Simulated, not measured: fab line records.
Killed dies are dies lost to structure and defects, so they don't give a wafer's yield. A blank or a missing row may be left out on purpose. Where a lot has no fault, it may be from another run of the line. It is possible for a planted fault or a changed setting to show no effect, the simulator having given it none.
Split-lot study || flow n5Finfet || on a route of 1938 steps: 7 lots, 39 wafers read

## THE SPLIT ITSELF
At N5_BEOL_M3_TRENCH_ETCH_37 (etches SiOC in C4F6/O2, target depth 55.555 nm, time 29.2 s), the setting targetDepthA was moved away from the recipe's 555.55 angstrom on 15 of the 39 wafers read, by -52.9% to +55.4%. This setting was run at the recipe's value on the other wafers.

## FROM THE SPLIT TO THE READING: what the file shows between them, 2 steps
- N5_BEOL_M3_ETCH_41: etches SiCN in CH3F/O2, target depth 29.9 nm, time 52.5 s
- N5_BEOL_M3_STRIP_97: strips in N2/H2, time 10 s

## THE READING
trenchDepthNm, in nm, at N5_BEOL_M3_OCD_MEAS_38. Typical for fault-free wafers on this fab line: 55.3 nm, with standard deviation 1.3 nm.

{"wafer": "L076.1", "tool, chamber at the split": "rieDiel-04, 3", "targetDepthA as run, angstrom": 555.55, "against the recipe": "recipe", "trenchDepthNm, nm": 56.0, "against lot-mates on the recipe": "-"}
{"wafer": "L076.2", "tool, chamber at the split": "rieDiel-04, 1", "targetDepthA as run, angstrom": 555.55, "against the recipe": "recipe", "trenchDepthNm, nm": 57.4, "against lot-mates on the recipe": "-"}
{"wafer": "L076.3", "tool, chamber at the split": "rieDiel-04, 0", "targetDepthA as run, angstrom": 674.6, "against the recipe": "+21.4%", "trenchDepthNm, nm": 67.4, "against lot-mates on the recipe": "+10.6"}
{"wafer": "L076.4", "tool, chamber at the split": "rieDiel-04, 2", "targetDepthA as run, angstrom": 674.6, "against the recipe": "+21.4%", "trenchDepthNm, nm": 65.4, "against lot-mates on the recipe": "+8.6"}
{"wafer": "L076.5", "tool, chamber at the split": "rieDiel-04, 2", "targetDepthA as run, angstrom": 674.6, "against the recipe": "+21.4%", "trenchDepthNm, nm": 64.7, "against lot-mates on the recipe": "+7.9"}
{"wafer": "L076.6", "tool, chamber at the split": "rieDiel-04, 1", "targetDepthA as run, angstrom": 555.55, "against the recipe": "recipe", "trenchDepthNm, nm": 57.0, "against lot-mates on the recipe": "-"}
{"wafer": "L077.1", "tool, chamber at the split": "rieDiel-06, 0", "targetDepthA as run, angstrom": 555.55, "against the recipe": "recipe", "trenchDepthNm, nm": 56.7, "against lot-mates on the recipe": "-"}
{"wafer": "L077.2", "tool, chamber at the split": "rieDiel-06, 2", "targetDepthA as run, angstrom": 555.55, "against the recipe": "recipe", "trenchDepthNm, nm": 55.6, "against lot-mates on the recipe": "-"}
{"wafer": "L077.6", "tool, chamber at the split": "rieDiel-06, 2", "targetDepthA as run, angstrom": 555.55, "against the recipe": "recipe", "trenchDepthNm, nm": 55.4, "against lot-mates on the recipe": "-"}
{"wafer": "L081.1", "tool, chamber at the split": "rieDiel-02, 0", "targetDepthA as run, angstrom": 555.55, "against the recipe": "recipe", "trenchDepthNm, nm": 55.4, "against lot-mates on the recipe": "-"}
{"wafer": "L081.2", "tool, chamber at the split": "rieDiel-02, 2", "targetDepthA as run, angstrom": 863.1, "against the recipe": "+55.4%", "trenchDepthNm, nm": 83.5, "against lot-mates on the recipe": "+27.5"}
{"wafer": "L081.3", "tool, chamber at the split": "rieDiel-02, 3", "targetDepthA as run, angstrom": 555.55, "against the recipe": "recipe", "trenchDepthNm, nm": 56.2, "against lot-mates on the recipe": "-"}
{"wafer": "L081.4", "tool, chamber at the split": "rieDiel-02, 1", "targetDepthA as run, angstrom": 863.1, "against the recipe": "+55.4%", "trenchDepthNm, nm": 87.3, "against lot-mates on the recipe": "+31.3"}
{"wafer": "L081.5", "tool, chamber at the split": "rieDiel-02, 1", "targetDepthA as run, angstrom": 555.55, "against the recipe": "recipe", "trenchDepthNm, nm": 56.4, "against lot-mates on the recipe": "-"}
{"wafer": "L081.6", "tool, chamber at the split": "rieDiel-02, 0", "targetDepthA as run, angstrom": 863.1, "against the recipe": "+55.4%", "trenchDepthNm, nm": 86.0, "against lot-mates on the recipe": "+30.0"}
{"wafer": "L084.1", "tool, chamber at the split": "rieDiel-06, 2", "targetDepthA as run, angstrom": 555.55, "against the recipe": "recipe", "trenchDepthNm, nm": 55.7, "against lot-mates on the recipe": "-"}
{"wafer": "L084.2", "tool, chamber at the split": "rieDiel-06, 1", "targetDepthA as run, angstrom": 779.4, "against the recipe": "+40.3%", "trenchDepthNm, nm": 75.6, "against lot-mates on the recipe": "+20.0"}
{"wafer": "L084.3", "tool, chamber at the split": "rieDiel-06, 3", "targetDepthA as run, angstrom": 779.4, "against the recipe": "+40.3%", "trenchDepthNm, nm": 75.9, "against lot-mates on the recipe": "+20.3"}
{"wafer": "L084.4", "tool, chamber at the split": "rieDiel-06, 0", "targetDepthA as run, angstrom": 555.55, "against the recipe": "recipe", "trenchDepthNm, nm": 57.6, "against lot-mates on the recipe": "-"}
{"wafer": "L084.5", "tool, chamber at the split": "rieDiel-06, 3", "targetDepthA as run, angstrom": 555.55, "against the recipe": "recipe", "trenchDepthNm, nm": 53.5, "against lot-mates on the recipe": "-"}
{"wafer": "L084.6", "tool, chamber at the split": "rieDiel-06, 0", "targetDepthA as run, angstrom": 779.4, "against the recipe": "+40.3%", "trenchDepthNm, nm": 80.4, "against lot-mates on the recipe": "+24.8"}
{"wafer": "L088.1", "tool, chamber at the split": "rieDiel-02, 0", "targetDepthA as run, angstrom": 555.55, "against the recipe": "recipe", "trenchDepthNm, nm": 55.8, "against lot-mates on the recipe": "-"}
{"wafer": "L088.2", "tool, chamber at the split": "rieDiel-02, 3", "targetDepthA as run, angstrom": 261.7, "against the recipe": "-52.9%", "trenchDepthNm, nm": 27.0, "against lot-mates on the recipe": -28.3}
{"wafer": "L088.3", "tool, chamber at the split": "rieDiel-02, 2", "targetDepthA as run, angstrom": 261.7, "against the recipe": "-52.9%", "trenchDepthNm, nm": 25.9, "against lot-mates on the recipe": -29.4}
{"wafer": "L088.4", "tool, chamber at the split": "rieDiel-02, 1", "targetDepthA as run, angstrom": 555.55, "against the recipe": "recipe", "trenchDepthNm, nm": 56.3, "against lot-mates on the recipe": "-"}
{"wafer": "L088.5", "tool, chamber at the split": "rieDiel-02, 1", "targetDepthA as run, angstrom": 261.7, "against the recipe": "-52.9%", "trenchDepthNm, nm": 26.8, "against lot-mates on the recipe": -28.5}
{"wafer": "L088.6", "tool, chamber at the split": "rieDiel-02, 2", "targetDepthA as run, angstrom": 555.55, "against the recipe": "recipe", "trenchDepthNm, nm": 53.8, "against lot-mates on the recipe": "-"}
{"wafer": "L093.1", "tool, chamber at the split": "rieDiel-04, 0", "targetDepthA as run, angstrom": 555.55, "against the recipe": "recipe", "trenchDepthNm, nm": 56.8, "against lot-mates on the recipe": "-"}
{"wafer": "L093.2", "tool, chamber at the split": "rieDiel-04, 1", "targetDepthA as run, angstrom": 555.55, "against the recipe": "recipe", "trenchDepthNm, nm": 56.7, "against lot-mates on the recipe": "-"}
{"wafer": "L093.3", "tool, chamber at the split": "rieDiel-04, 2", "targetDepthA as run, angstrom": 555.55, "against the recipe": "recipe", "trenchDepthNm, nm": 53.9, "against lot-mates on the recipe": "-"}
{"wafer": "L093.4", "tool, chamber at the split": "rieDiel-04, 3", "targetDepthA as run, angstrom": 555.55, "against the recipe": "recipe", "trenchDepthNm, nm": 56.5, "against lot-mates on the recipe": "-"}
{"wafer": "L093.5", "tool, chamber at the split": "rieDiel-04, 2", "targetDepthA as run, angstrom": 555.55, "against the recipe": "recipe", "trenchDepthNm, nm": 53.8, "against lot-mates on the recipe": "-"}
{"wafer": "L093.6", "tool, chamber at the split": "rieDiel-04, 3", "targetDepthA as run, angstrom": 555.55, "against the recipe": "recipe", "trenchDepthNm, nm": 56.1, "against lot-mates on the recipe": "-"}
{"wafer": "L095.1", "tool, chamber at the split": "rieDiel-02, 3", "targetDepthA as run, angstrom": 460.7, "against the recipe": "-17.1%", "trenchDepthNm, nm": 46.9, "against lot-mates on the recipe": -7.3}
{"wafer": "L095.2", "tool, chamber at the split": "rieDiel-02, 1", "targetDepthA as run, angstrom": 555.55, "against the recipe": "recipe", "trenchDepthNm, nm": 55.4, "against lot-mates on the recipe": "-"}
{"wafer": "L095.3", "tool, chamber at the split": "rieDiel-02, 0", "targetDepthA as run, angstrom": 555.55, "against the recipe": "recipe", "trenchDepthNm, nm": 54.8, "against lot-mates on the recipe": "-"}
{"wafer": "L095.4", "tool, chamber at the split": "rieDiel-02, 2", "targetDepthA as run, angstrom": 555.55, "against the recipe": "recipe", "trenchDepthNm, nm": 52.4, "against lot-mates on the recipe": "-"}
{"wafer": "L095.5", "tool, chamber at the split": "rieDiel-02, 3", "targetDepthA as run, angstrom": 460.7, "against the recipe": "-17.1%", "trenchDepthNm, nm": 46.3, "against lot-mates on the recipe": -7.9}
{"wafer": "L095.6", "tool, chamber at the split": "rieDiel-02, 2", "targetDepthA as run, angstrom": 460.7, "against the recipe": "-17.1%", "trenchDepthNm, nm": 44.2, "against lot-mates on the recipe": -10.0}

FIT RESULTS
A straight line over all 39 wafers: trenchDepthNm changes by +0.542 nm for each +1% of targetDepthA; r = +0.99; the points scatter about the line by 1.4 nm.
The same after taking each lot's own level away (the mean of its wafers on the recipe; 39 wafers): +0.531 nm for each +1%; r = +0.99; scatter 1.5 nm.
That fit puts the effect of the largest move of targetDepthA on the reading at 29 nm.
The span of the lots' own levels, 54.20 to 56.80 nm, comes to 2.0 times the standard deviation stated above.
So the lot-to-lot level changes the slope little: the two slopes agree.
Check: with one of the wafers moved furthest among these (+55.4%) left out of the fit, the line predicts +29.6 nm for it against its lot-mates. It came out at +27.5 nm against them.

## THESE WAFERS: OTHER SPLITS
Before the reading, these wafers also passed through other splits. Each is held against what the fit with the lots' levels taken away leaves over:
{"other split on the same wafers": "N5_FIN_SAQP_ETCH_65 timeS", "wafers away from the commonest value": 12, "r with trenchDepthNm (lot level and that fit taken away)": "+0.03"}
{"other split on the same wafers": "N5_DUMMY_GATE_ETCH_32 timeS", "wafers away from the commonest value": 12, "r with trenchDepthNm (lot level and that fit taken away)": "+0.09"}
{"other split on the same wafers": "N5_BEOL_M0_SAQP_PECVD_96 timeS", "wafers away from the commonest value": 9, "r with trenchDepthNm (lot level and that fit taken away)": "+0.01"}
{"other split on the same wafers": "N5_BEOL_M1_TRENCH_ETCH_37 targetDepthA", "wafers away from the commonest value": 15, "r with trenchDepthNm (lot level and that fit taken away)": -0.15}

## THE WHOLE CHAIN: every reading that the file lists as answering this split, in the file's order
{"step": "N5_BEOL_M3_TRENCH_ETCH_37", "what it does": "etches SiOC in C4F6/O2, target depth 55.555 nm, time 29.2 s", "reading": "BEOL_M3.featureDepthNm (the simulator's own value, which no gauge read)", "change (the file's fit)": "+0.534 nm for each +1% of the setting", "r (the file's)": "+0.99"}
{"step": "N5_BEOL_M3_TRENCH_ETCH_37", "what it does": "etches SiOC in C4F6/O2, target depth 55.555 nm, time 29.2 s", "reading": "etch.depthNm (the simulator's own value, which no gauge read)", "change (the file's fit)": "+0.534 nm for each +1% of the setting", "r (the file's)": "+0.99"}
{"step": "N5_BEOL_M3_TRENCH_ETCH_37", "what it does": "etches SiOC in C4F6/O2, target depth 55.555 nm, time 29.2 s", "reading": "TiN_of_BEOL_M3_HM_DEP_02.thkNm (the simulator's own value, which no gauge read)", "change (the file's fit)": "-0.0238 nm for each +1% of the setting", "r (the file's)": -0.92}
{"step": "N5_BEOL_M3_OCD_MEAS_38", "what it does": "", "reading": "trenchDepthNm", "change (the file's fit)": "+0.53 nm for each +1% of the setting", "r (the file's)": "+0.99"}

## THE FILE'S OWN FIT
trenchDepthNm changes by +0.53 nm for each +1% of targetDepthA, r = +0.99.
